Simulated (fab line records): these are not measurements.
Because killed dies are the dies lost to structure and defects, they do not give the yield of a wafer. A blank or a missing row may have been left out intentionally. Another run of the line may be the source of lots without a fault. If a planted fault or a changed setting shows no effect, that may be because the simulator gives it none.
fab line records | flow n5-finfet
record: lots: 6 | wafers: 18 | last-day: 18
route steps=1938 shown BEOL_M1@802 BEOL_M2@841 PASSIVATION@1936
lots that met no fault: taken from a fault-free run of the same line
start-h: hours from the record's first day to the start of the lot's first wafer shown | wait-h: how many hours have passed since the lot's step before this one | " the same as in the row above | L1.1+2: several wafers, shown together as one row | - value missing, or start not given | * or withheld: withheld | < > ~ a bound
route shown NAME@n: a module of which the file shows steps, and the number in the route of the first | usual: mean/standard deviation of fault-free wafers | same: alike in all rows | chamber/n: place in a boat | sites: per-site readings | _std_site: standard deviation across them | _edge_site: mean of outer sites minus mean of inner sites | radius-mm: how far each site lies from the wafer's centre | mask NAME#n: copy n | behind: tool/chamber where the wafer was last shaped | hold: why the lot was held/for how many hours/how that ended | device: whichever transistor did not switch (one of n, p or np) | end of line: the route-end tests of the same wafers | where a step has no rows: the recipe by itself | killed: at the first sort, the dies lost to defects and structure; wafer yield is something else | map: shows each die of a wafer: x if killed, . if not, _ if none is there
set.NAME: the setting as run; set.NAME@STEP: as run at that earlier step | model.NAME: the simulator's own value behind a step, which no gauge read
lots seen at some steps along the route; tables by step, rows by wafer
services: from which hour (start-h, from the record's first day; less than 0 if before it) a tool's chamber was out of use, for how many hours, and why
== steps ==
step: N5_BEOL_M1_STRIP_97
recipe: chemistry: N2/H2 | time-s: 10 | power-w: 450 | temp-c: 40 | pressure-mtorr: 20 | rf-frequency-hz: 6e+07 | bias-power-w: 7 | n2-flow-sccm: 200 | h2-flow-sccm: 200
step: N5_BEOL_M1_OCD_MEAS_38
usual: trench-depth-nm: 55.5/1.1
lot.wafer | tool   | chamber | start-h | wait-h | trench-depth-nm
L971.3    | ocd-02 | -       | 140.14  | -      | 54.5
L971.4    | "      | -       | "       | "      | 55.5
L971.5    | "      | -       | "       | "      | 54.8
L972.1    | ocd-01 | -       | 143.99  | -      | 54.5
L972.2    | "      | -       | "       | "      | 55.9
L972.3    | "      | -       | "       | "      | 54.8
L976.1    | ocd-01 | -       | 175.05  | -      | 55.4
L976.3    | "      | -       | "       | "      | 55.1
L976.4    | "      | -       | "       | "      | 53.6
L987.4    | ocd-01 | -       | 242.56  | -      | 54.4
L987.5    | "      | -       | "       | "      | 53.9
L987.6    | "      | -       | "       | "      | 56.4
L990.2    | ocd-01 | -       | 246.95  | -      | 56.2
L990.3    | "      | -       | "       | "      | 54.1
L990.4    | "      | -       | "       | "      | 55.4
L992.3    | ocd-02 | -       | 255.66  | -      | 56.2
L992.5    | "      | -       | "       | "      | 57.1
L992.6    | "      | -       | "       | "      | 55.8
step: N5_BEOL_M1_HM_STRIP_39
recipe: chemistry: peroxide-tin-strip | material: TiN | target-depth-a: 250 | temp-c: 50 | time-s: 158
step: N5_BEOL_M1_SRD_40
recipe: time-s: 30 | temp-c: 23 | rinse-liquid: diw | dry: ipa-marangoni
step: N5_BEOL_M1_PRECLEAN_42
recipe: chemistry: residue-remover | time-s: 60 | temp-c: 40
step: N5_BEOL_M1_SRD_43
recipe: time-s: 30 | temp-c: 23 | rinse-liquid: diw | dry: ipa-marangoni
step: N5_BEOL_M1_CD_MEAS_35
recipe: target-cd-nm: 18 | target-cd-y-nm: 21 | polarity: opening
usual: cd-nm: 18.0/0.32
lot.wafer | tool      | chamber | start-h | wait-h | cd-nm
L971.3    | cd-sem-01 | -       | 140.29  | 0.0    | 18.0
L971.4    | "         | -       | "       | "      | 17.8
L971.5    | "         | -       | "       | "      | 17.9
L972.1    | cd-sem-02 | -       | 144.14  | 0.0    | 17.7
L972.2    | "         | -       | "       | "      | 18.2
L972.3    | "         | -       | "       | "      | 17.8
L976.1    | cd-sem-01 | -       | 175.22  | 0.0    | 17.7
L976.3    | "         | -       | "       | "      | 18.4
L976.4    | "         | -       | "       | "      | 18.0
L987.4    | cd-sem-02 | -       | 242.71  | 0.0    | 17.9
L987.5    | "         | -       | "       | "      | 18.2
L987.6    | "         | -       | "       | "      | 18.5
L990.2    | cd-sem-03 | -       | 247.11  | 0.0    | 18.2
L990.3    | "         | -       | "       | "      | 17.8
L990.4    | "         | -       | "       | "      | 18.1
L992.3    | cd-sem-03 | -       | 255.82  | 0.0    | 18.0
L992.5    | "         | -       | "       | "      | 18.0
L992.6    | "         | -       | "       | "      | 17.7
step: N5_BEOL_M1_DEGAS_44
recipe: ambient: vacuum | temp-c: 250 | time-s: 60
step: N5_BEOL_M1_PRE_CLEAN_45
recipe: gas: H2/He | time-s: 30 | temp-c: 250
step: N5_BEOL_M1_ALD_84
recipe: material: TaN | target-thk-a: * | temp-c: 275 | ald-precursor-family: PDMAT | ald-co-reactant: NH3 | pressure-torr: 3 | carrier-flow-sccm: 1500 | pulse-time-s: 2 | purge-time-s: 3 | co-reactant-purge-time-s: 2 | co-reactant-pulse-time-s: 3 | ald-cycles: 30 | precursor-vessel-temp-c: 75 | precursor-vessel-pressure-torr: 26.25 | precursor-vessel-carrier-sccm: 1000
step: N5_BEOL_M1_SURFACE_TREAT_85
recipe: gas: Ar | time-s: * | ion-energy-ev: * | ion-current-ma-cm2: 0.5 | pressure-mtorr: * | ar-flow-sccm: 30
usual: throttle-valve-pct: *
lot.wafer | tool           | chamber | start-h | wait-h | throttle-valve-pct
L971.3    | pvd-sputter-03 | -       | 141.18  | 0.2    | *
L971.4    | "              | -       | "       | "      | *
L971.5    | "              | -       | "       | "      | *
L972.1    | pvd-sputter-02 | -       | 144.96  | 0.5    | *
L972.2    | "              | -       | "       | "      | *
L972.3    | "              | -       | "       | "      | *
L976.1    | pvd-sputter-02 | -       | 176.08  | 0.2    | *
L976.3    | "              | -       | "       | "      | *
L976.4    | "              | -       | "       | "      | *
L987.4    | pvd-sputter-02 | -       | 243.46  | 0.1    | *
L987.5    | "              | -       | "       | "      | *
L987.6    | "              | -       | "       | "      | *
L990.2    | pvd-sputter-02 | -       | 248.38  | 0.2    | *
L990.3    | "              | -       | "       | "      | *
L990.4    | "              | -       | "       | "      | *
L992.3    | pvd-sputter-03 | -       | 256.70  | 0.3    | *
L992.5    | "              | -       | "       | "      | *
L992.6    | "              | -       | "       | "      | *
step: N5_BEOL_M1_CVD_47
recipe: material: Co | target-thk-a: 30 | temp-c: withheld | precursor: CCTBA/H2 | pressure-torr: 30 | time-s: 223.8
step: N5_BEOL_M1_SPUTTER_48
recipe: material: Cu | target-thk-a: 45 | temp-c: -20 | chamber-pressure-pa: 0.07 | power-w: withheld | time-s: 8.29
usual: throttle-valve-pct: 30.1/0.73
lot.wafer | tool           | chamber | start-h | wait-h | throttle-valve-pct
L971.3    | pvd-sputter-01 | -       | 142.12  | 0.6    | 30.4
L971.4    | "              | -       | "       | "      | 29.0
L971.5    | "              | -       | "       | "      | 31.0
L972.1    | pvd-sputter-02 | -       | 145.24  | 0.2    | 29.8
L972.2    | "              | -       | "       | "      | 29.6
L972.3    | "              | -       | "       | "      | 30.4
L976.1    | pvd-sputter-02 | -       | 176.43  | 0.1    | 29.6
L976.3    | "              | -       | "       | "      | 29.4
L976.4    | "              | -       | "       | "      | 30.8
L987.4    | pvd-sputter-02 | -       | 243.76  | 0.1    | 30.4
L987.5    | "              | -       | "       | "      | 29.8
L987.6    | "              | -       | "       | "      | 30.2
L990.2    | pvd-sputter-02 | -       | 248.60  | 0.1    | 29.2
L990.3    | "              | -       | "       | "      | 29.8
L990.4    | "              | -       | "       | "      | 30.1
L992.3    | pvd-sputter-03 | -       | 256.92  | 0.1    | 29.8
L992.5    | "              | -       | "       | "      | 31.2
L992.6    | "              | -       | "       | "      | 29.3
step: N5_BEOL_M1_ANNEAL_49
recipe: temp-c: 400 | time-s: 240 | ambient: vacuum
usual: heater-power-w: 799/67
lot.wafer | tool           | chamber | start-h | wait-h | heater-power-w
L971.3    | pvd-sputter-01 | -       | 142.28  | 0.1    | 794
L971.4    | "              | -       | "       | "      | 746
L971.5    | "              | -       | "       | "      | 854
L972.1    | pvd-sputter-02 | -       | 145.32  | 0.0    | 904
L972.2    | "              | -       | "       | "      | 778
L972.3    | "              | -       | "       | "      | 773
L976.1    | pvd-sputter-02 | -       | 176.51  | 0.0    | 769
L976.3    | "              | -       | "       | "      | 705
L976.4    | "              | -       | "       | "      | 759
L987.4    | pvd-sputter-02 | -       | 243.84  | 0.0    | 775
L987.5    | "              | -       | "       | "      | 702
L987.6    | "              | -       | "       | "      | 762
L990.2    | pvd-sputter-02 | -       | 248.68  | 0.0    | 713
L990.3    | "              | -       | "       | "      | 769
L990.4    | "              | -       | "       | "      | 910
L992.3    | pvd-sputter-03 | -       | 257.00  | 0.0    | 937
L992.5    | "              | -       | "       | "      | 742
L992.6    | "              | -       | "       | "      | 799
step: N5_BEOL_M1_SPUTTER_79
recipe: material: Cu | target-thk-a: 45 | temp-c: -20 | chamber-pressure-pa: 0.07 | power-w: withheld | time-s: 8.29
step: N5_BEOL_M1_ANNEAL_80
recipe: temp-c: 400 | time-s: 240 | ambient: vacuum
step: N5_BEOL_M1_SPUTTER_81
recipe: material: Cu | target-thk-a: 45 | temp-c: -20 | chamber-pressure-pa: 0.07 | power-w: withheld | time-s: 8.29
step: N5_BEOL_M1_ANNEAL_82
recipe: temp-c: 400 | time-s: 240 | ambient: vacuum
step: N5_BEOL_M1_SPUTTER_86
recipe: material: Cu | target-thk-a: 45 | temp-c: -20 | chamber-pressure-pa: 0.07 | power-w: withheld | time-s: 8.29
step: N5_BEOL_M1_ANNEAL_87
recipe: temp-c: 400 | time-s: 240 | ambient: vacuum
usual: heater-power-w: 799/66
lot.wafer | tool           | chamber | start-h | wait-h | heater-power-w
L971.3    | pvd-sputter-01 | -       | 143.60  | 0.1    | 794
L971.4    | "              | -       | "       | "      | 753
L971.5    | "              | -       | "       | "      | 863
L972.1    | pvd-sputter-02 | -       | 145.98  | 0.0    | 914
L972.2    | "              | -       | "       | "      | 787
L972.3    | "              | -       | "       | "      | 780
L976.1    | pvd-sputter-02 | -       | 177.17  | 0.0    | 788
L976.3    | "              | -       | "       | "      | 704
L976.4    | "              | -       | "       | "      | 749
L987.4    | pvd-sputter-02 | -       | 244.50  | 0.0    | 782
L987.5    | "              | -       | "       | "      | 703
L987.6    | "              | -       | "       | "      | 771
L990.2    | pvd-sputter-02 | -       | 249.34  | 0.0    | 721
L990.3    | "              | -       | "       | "      | 778
L990.4    | "              | -       | "       | "      | 882
L992.3    | pvd-sputter-03 | -       | 257.66  | 0.0    | 940
L992.5    | "              | -       | "       | "      | 757
L992.6    | "              | -       | "       | "      | 803
step: N5_BEOL_M1_SPUTTER_88
recipe: material: Cu | target-thk-a: 45 | temp-c: -20 | chamber-pressure-pa: 0.07 | power-w: withheld | time-s: 8.29
step: N5_BEOL_M1_ANNEAL_89
recipe: temp-c: 400 | time-s: 240 | ambient: vacuum
usual: heater-power-w: 800/68
lot.wafer | tool           | chamber | start-h | wait-h | heater-power-w
L971.3    | pvd-sputter-01 | -       | 144.04  | 0.1    | 798
L971.4    | "              | -       | "       | "      | 737
L971.5    | "              | -       | "       | "      | 850
L972.1    | pvd-sputter-02 | -       | 146.20  | 0.0    | 929
L972.2    | "              | -       | "       | "      | 780
L972.3    | "              | -       | "       | "      | 765
L976.1    | pvd-sputter-02 | -       | 177.39  | 0.0    | 785
L976.3    | "              | -       | "       | "      | 677
L976.4    | "              | -       | "       | "      | 772
L987.4    | pvd-sputter-02 | -       | 244.72  | 0.0    | 770
L987.5    | "              | -       | "       | "      | 704
L987.6    | "              | -       | "       | "      | 769
L990.2    | pvd-sputter-02 | -       | 249.56  | 0.0    | 708
L990.3    | "              | -       | "       | "      | 799
L990.4    | "              | -       | "       | "      | 918
L992.3    | pvd-sputter-03 | -       | 257.88  | 0.0    | 918
L992.5    | "              | -       | "       | "      | 742
L992.6    | "              | -       | "       | "      | 804
step: N5_BEOL_M1_SPUTTER_90
recipe: material: Cu | target-thk-a: 45 | temp-c: -20 | chamber-pressure-pa: 0.07 | power-w: withheld | time-s: 8.29
step: N5_BEOL_M1_ANNEAL_91
recipe: temp-c: 400 | time-s: 240 | ambient: vacuum
step: N5_BEOL_M1_SPUTTER_92
recipe: material: Cu | target-thk-a: 45 | temp-c: -20 | chamber-pressure-pa: 0.07 | power-w: withheld | time-s: 8.29
step: N5_BEOL_M1_ANNEAL_93
recipe: temp-c: 400 | time-s: 240 | ambient: vacuum
usual: heater-power-w: 800/67
lot.wafer | tool           | chamber | start-h | wait-h | heater-power-w
L971.3    | pvd-sputter-01 | -       | 144.92  | 0.1    | 778
L971.4    | "              | -       | "       | "      | 745
L971.5    | "              | -       | "       | "      | 853
L972.1    | pvd-sputter-02 | -       | 146.64  | 0.0    | 923
L972.2    | "              | -       | "       | "      | 759
L972.3    | "              | -       | "       | "      | 758
L976.1    | pvd-sputter-02 | -       | 177.83  | 0.0    | 774
L976.3    | "              | -       | "       | "      | 716
L976.4    | "              | -       | "       | "      | 761
L987.4    | pvd-sputter-02 | -       | 245.16  | 0.0    | 753
L987.5    | "              | -       | "       | "      | 715
L987.6    | "              | -       | "       | "      | 768
L990.2    | pvd-sputter-02 | -       | 250.00  | 0.0    | 704
L990.3    | "              | -       | "       | "      | 789
L990.4    | "              | -       | "       | "      | 936
L992.3    | pvd-sputter-03 | -       | 258.32  | 0.0    | 945
L992.5    | "              | -       | "       | "      | 754
L992.6    | "              | -       | "       | "      | 781
step: N5_BEOL_M1_SPUTTER_94
recipe: material: Cu | target-thk-a: 45 | temp-c: -20 | chamber-pressure-pa: 0.07 | power-w: withheld | time-s: 8.29
step: N5_BEOL_M1_ANNEAL_95
recipe: temp-c: 400 | time-s: 240 | ambient: vacuum
step: N5_BEOL_M1_SPUTTER_96
recipe: material: Cu | target-thk-a: 45 | temp-c: -20 | chamber-pressure-pa: 0.07 | power-w: withheld | time-s: 8.29
step: N5_BEOL_M1_ECD_50
recipe: material: Cu | target-thk-a: 3000
step: N5_BEOL_M1_ANNEAL_51
recipe: temp-c: 225 | time-s: 90 | ambient: N2
step: N5_BEOL_M1_CMP_52
recipe: stop-on: SiOC | t-overpolish-s: 6.8 | down-force-psi: 1 | platen-rpm: 50 | clearing-platen-down-force-psi: 1.5 | clearing-platen-rpm: 50 | post-cmp-clean: cu-alkaline | target-thk-nm: 40 | clearing-platen-pad-velocity-m-s: 0.99484 | pad-velocity-m-s: 0.99484
step: N5_BEOL_M1_PRE_CLEAN_60
recipe: gas: NH3/H2 | time-s: 15 | temp-c: * | rf-power-w: 300
step: N5_BEOL_M1_CO_CAP_55
recipe: material: Co | target-thk-a: 20 | temp-c: 200 | precursor: CCTBA/H2 | pressure-torr: 30 | time-s: 102.1
step: N5_BEOL_M1_PRE_CLEAN_56
recipe: gas: NH3 | time-s: 15 | temp-c: withheld | rf-power-w: 300
step: N5_BEOL_M1_DEP_57
recipe: material: SiCN | target-thk-a: 80 | temp-c: withheld | precursor: 3MS/NH3 | pressure-torr: 3 | rf-w: 202 | time-s: 14
step: N5_BEOL_M1_RS_MEAS_58
recipe: thk-meas-gauge: four-point-probe | reads: Co_of_BEOL_M1_CO_CAP_55+Cu_of_BEOL_M1_ECD_50+Co_of_BEOL_M1_CVD_47+TaN_of_BEOL_M1_ALD_84
usual: M1_RS: 0.69/0.038
lot.wafer | tool          | chamber | start-h | wait-h | M1_RS[ohm/sq]
L971.3    | film-metro-01 | -       | 148.40  | 0.1    | 0.67
L971.4    | "             | -       | "       | "      | 0.61
L971.5    | "             | -       | "       | "      | 0.66
L972.1    | film-metro-01 | -       | 149.41  | 0.0    | 0.69
L972.2    | "             | -       | "       | "      | 0.67
L972.3    | "             | -       | "       | "      | 0.70
L976.1    | film-metro-01 | -       | 179.23  | 0.0    | 0.69
L976.3    | "             | -       | "       | "      | 0.78
L976.4    | "             | -       | "       | "      | 0.73
L987.4    | film-metro-01 | -       | 246.82  | 0.0    | 0.67
L987.5    | "             | -       | "       | "      | 0.65
L987.6    | "             | -       | "       | "      | 0.74
L990.2    | film-metro-02 | -       | 251.42  | 0.1    | 0.69
L990.3    | "             | -       | "       | "      | 0.72
L990.4    | "             | -       | "       | "      | 0.63
L992.3    | film-metro-02 | -       | 259.73  | 0.1    | 0.75
L992.5    | "             | -       | "       | "      | 0.66
L992.6    | "             | -       | "       | "      | 0.69
step: N5_BEOL_M2_ILD_DEP_00
recipe: material: SiOC | target-thk-a: 790 | temp-c: 350 | precursor: DEMS/O2 | pressure-torr: 5 | rf-w: 500 | time-s: 15.3
step: N5_BEOL_M2_THK_MEAS_01
recipe: reads: SiOC_of_BEOL_M2_ILD_DEP_00
usual: M2_ILD_THK: 79.1/1
lot.wafer | tool          | chamber | start-h | wait-h | M2_ILD_THK[nm]
L971.3    | film-metro-01 | -       | 148.53  | 0.1    | 79.6
L971.4    | "             | -       | "       | "      | 79.9
L971.5    | "             | -       | "       | "      | 80.2
L972.1    | film-metro-02 | -       | 149.54  | 0.0    | 78.8
L972.2    | "             | -       | "       | "      | 81.0
L972.3    | "             | -       | "       | "      | 79.1
L976.1    | film-metro-02 | -       | 179.36  | 0.0    | 78.8
L976.3    | "             | -       | "       | "      | 76.7
L976.4    | "             | -       | "       | "      | 79.1
L987.4    | film-metro-02 | -       | 246.95  | 0.0    | 79.6
L987.5    | "             | -       | "       | "      | 80.0
L987.6    | "             | -       | "       | "      | 78.8
L990.2    | film-metro-02 | -       | 251.55  | 0.1    | 79.1
L990.3    | "             | -       | "       | "      | 78.0
L990.4    | "             | -       | "       | "      | 80.3
L992.3    | film-metro-02 | -       | 259.86  | 0.1    | 77.0
L992.5    | "             | -       | "       | "      | 79.6
L992.6    | "             | -       | "       | "      | 79.0
step: N5_BEOL_M2_PECVD_72
recipe: material: SiO2 | target-thk-a: 160 | temp-c: 400 | precursor: TEOS/O2 | pressure-torr: 5.5 | rf-w: 450 | teos-flow-sccm: 53.8 | gas: O2 | flow-sccm: 3000 | time-s: 18
step: N5_PASSIVATION_PROBE_49
usual: defect-limited-yield: 91.1/1.5 | killed_at_M0_to_M3: 33/9.9 | killed_at_M4_up: 14/5.2 | killed-at-contacts: 12/6.7 | killed-at-front-end: 43/13 | killed-at-other: 3.4/2.7 | killed-dies: 105/17 | killed-on-rim: 14/4.2 | killed-open: 69/13 | killed-short: 33/7.5 | sort_bin_5_function: 5.2/0.91 | sort_bin_6_memory: 3.3/0.71 | sort-n-pass: 1075/17 | sort-yield-pct: 91.1/1.5
same: gross-dies: 1180 | killed-at-back-side: 0 | sort_bin_4_leakage[%]: 0 | sort_bin_8_speed[%]: 0
lot.wafer | tool      | chamber | start-h | wait-h | defect-limited-yield[%] | killed_at_M0_to_M3 | killed_at_M4_up | killed-at-contacts | killed-at-front-end | killed-at-other | killed-dies | killed-on-rim | killed-open | killed-short | sort_bin_5_function[%] | sort_bin_6_memory[%] | sort-n-pass | sort-yield-pct[%]
L976.1    | prober-01 | -       | 328.79  | 0.0    | 90.5                    | 20                 | 7               | 19                 | 54                  | 12              | 112         | 20            | 74          | 35           | 5.7                    | 3.5                  | 1068        | 90.5
L976.3    | prober-01 | -       | 328.89  | 0.1    | 92.5                    | 12                 | 8               | 20                 | 46                  | 2               | 88          | 9             | 55          | 33           | 4.1                    | 3.2                  | 1092        | 92.5
L976.4    | prober-01 | -       | 328.94  | 0.2    | 90.3                    | 19                 | 15              | 19                 | 61                  | 0               | 114         | 17            | 81          | 31           | 4.7                    | 4.7                  | 1066        | 90.3
L987.5    | prober-02 | -       | 397.63  | 0.2    | 84.5                    | 116                | 13              | 13                 | 40                  | 1               | 183         | 32            | 76          | 37           | 10.2                   | 4.0                  | 997         | 84.5
L990.2    | prober-02 | -       | 406.82  | 0.1    | 84.0                    | 97                 | 22              | 17                 | 52                  | 1               | 189         | 25            | 77          | 45           | 9.1                    | 5.5                  | 991         | 84.0
L990.3    | prober-02 | -       | 406.87  | 0.1    | 89.4                    | 33                 | 24              | 10                 | 56                  | 2               | 125         | 14            | 71          | 48           | 6.4                    | 3.6                  | 1055        | 89.4
L990.4    | prober-02 | -       | 406.92  | 0.2    | 89.5                    | 38                 | 18              | 18                 | 47                  | 3               | 124         | 16            | 83          | 39           | 6.4                    | 3.8                  | 1056        | 89.5
killed by level:class
L976.1 MOL_CONTACT_COAG:geometric-particle:open=18 STI_FIN_REVEAL:geometric-particle:open=14 FIN_SAQP:geometric-particle:open=11 FIN_SAQP:geometric-particle:short=9 BEOL_M2:geometric-particle:open=6 BEOL_M0_SAQP:geometric-particle:short=5 DUMMY_GATE:geometric-particle:open=4 GATE_CUT:geometric-particle:short=4
L976.3 MOL_CONTACT_COAG:geometric-particle:open=14 FIN_SAQP:geometric-particle:short=13 FIN_SAQP:geometric-particle:open=9 DUMMY_GATE:geometric-particle:open=6 MOL_CONTACT_COAG:geometric-particle:short=6 BEOL_M4:geometric-particle:open=5 STI_FIN_REVEAL:geometric-particle:short=4 BEOL_M0_SAQP:geometric-particle:open=3
L976.4 MOL_CONTACT_COAG:geometric-particle:open=15 FIN_SAQP:geometric-particle:short=14 FIN_SAQP:geometric-particle:open=14 STI_FIN_REVEAL:geometric-particle:open=11 BEOL_M0_SAQP:geometric-particle:open=11 BEOL_M4:geometric-particle:open=6 DUMMY_GATE:geometric-particle:open=4 MOL_CONTACT_COAG:geometric-particle:short=4
L987.5 BEOL_M1:unspecified=67 FIN_SAQP:geometric-particle:open=12 BEOL_M3:geometric-particle:open=12 BEOL_M0_SAQP:geometric-particle:open=11 MOL_CONTACT_COAG:geometric-particle:open=10 BEOL_M0_SAQP:geometric-particle:short=10 STI_FIN_REVEAL:geometric-particle:open=8 FIN_SAQP:geometric-particle:short=6
L990.2 BEOL_M1:unspecified=65 FIN_SAQP:geometric-particle:short=13 STI_FIN_REVEAL:geometric-particle:open=11 MOL_CONTACT_COAG:geometric-particle:open=11 BEOL_M2:geometric-particle:open=8 BEOL_M0:geometric-particle:open=7 BEOL_M4:geometric-particle:open=7 MOL_CONTACT_COAG:geometric-particle:short=6
L990.3 FIN_SAQP:geometric-particle:short=17 MOL_CONTACT_COAG:geometric-particle:open=10 STI_FIN_REVEAL:geometric-particle:open=7 BEOL_M3:geometric-particle:open=7 BEOL_M5:geometric-particle:short=7 FIN_SAQP:geometric-particle:open=6 BEOL_M0_SAQP:geometric-particle:open=5 BEOL_M0_SAQP:geometric-particle:short=5
L990.4 MOL_CONTACT_COAG:geometric-particle:open=15 FIN_SAQP:geometric-particle:short=13 FIN_SAQP:geometric-particle:open=11 BEOL_M0_SAQP:geometric-particle:open=10 BEOL_M5:geometric-particle:open=7 BEOL_M1:geometric-particle:open=6 STI_FIN_REVEAL:geometric-particle:open=6 BEOL_M0_SAQP:geometric-particle:short=6
map L987.5 (x killed, . not)
_________________..x..x......________________
______________.....x............_____________
___________....x...............x.x.__________
__________.............x............_________
________........x....x......x.....x..._______
_______...x......x...........x.........______
______x...x.................xxx........._____
_____....xx........x...........x....x..x.____
____......................................___
___xx......................x............x..__
___.xx..........xx...x.....................__
__.x..........x........................x...._
__..x.x..........................x.........._
_xxxxx......x...x........xx.........x........
_..x.xxx.......x.......x..........x..........
_xxxxxxxx......x.......x...............xx....
_xxxxxxxxxx............................x.....
_xxxxx.xx.................x..................
_xxxxxxx.........x.......x........x.....x....
_xxxxxxxx...........................x.x......
_xxxxxx...........x.x...x........x...........
__xx.xxx.....................x........x....._
__xxx..x...................x......x.......x._
___xxxx..x....x.x.........x......x.........__
___xx...xx.......x.x.................xxx...__
____....x.x..x...................x....x...___
_____x....x.x....x...x...........x.......____
______.x.....x...x..x................x.x_____
_______....x..x..............x.x....xx.______
________............x........x........_______
__________..........x.......x......._________
___________x.......x...x...........__________
______________.................._____________
_________________x..x........________________
map L990.2 (x killed, . not)
_________________....x.......________________
______________.................._____________
___________....x..........xx.......__________
__________x.x.............x....x...._________
________...x.......x........x......x.._______
_______...x.......................xxx..______
______.............x.....x.............._____
_____....x..x..................xx........____
____x.....x..x..x..........x....x..x......___
___......x..............x........x.........__
___.x......x......................x........__
__.x...x.....................x...x.....x..x._
__...x............xx.x...........x.......x.._
_..x..xx....x....x................x..........
_xx...x...x..xx......xxx.......x.............
_xxxxxxx......x.........xx..x..............x.
_xxxxxxxxx...............x.x......x..........
_xxxxxxxxx..............................x....
_xxxxx.xxx.....x..x..x.x.........x..........x
_xxxxxxxx......x.............................
_xxxxxx.xx.x............x...................x
__xxx.xxx..x.....xx..........xxx............_
__xxx.x.......x...xx.......................x_
___.x..xx.......x....................x.....__
___.x.x.x.........xx.........x.............__
____..................x.............x...x.___
_____.......x...x.x.......x........x.....____
______..xx............x.x..x...x........_____
_______x.x..x..x....x........x.........______
________.......................xx....._______
__________.............x.x.........._________
___________.x............x.........__________
______________.................._____________
_________________...x........________________
== services ==
tool           | chamber | start-h | hours | kind
pvd-sputter-03 | -       | 128.00  | 1.9   | repair
== key ==
first-sign: step: N5_PASSIVATION_PROBE_49 | reading: killed_at_M0_to_M3 | direction: up | sigmas: 7.5 | usual: 33 | struck: 106
effect: step: N5_PASSIVATION_PROBE_49 | reading: defect-limited-yield | direction: down | sigmas: 4.7 | usual: 91.1 | struck: 84.2
more-kills-born-at: N5_BEOL_M1_SPUTTER_48@pvd-sputter-02: 132
met-at N5_BEOL_M1_SPUTTER_48
struck-wafers L987.5,L990.2
onset-between 176.43 243.76
fault: kind: chamber-particle-source | tool: pvd-sputter-02 | chamber: - | onset-h: 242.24 | steps: N5_BEOL_M1_SPUTTER_48 | rate-per-visit-cm2: 0.47496 | end-h: 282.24 | scope: struck-wafers-only
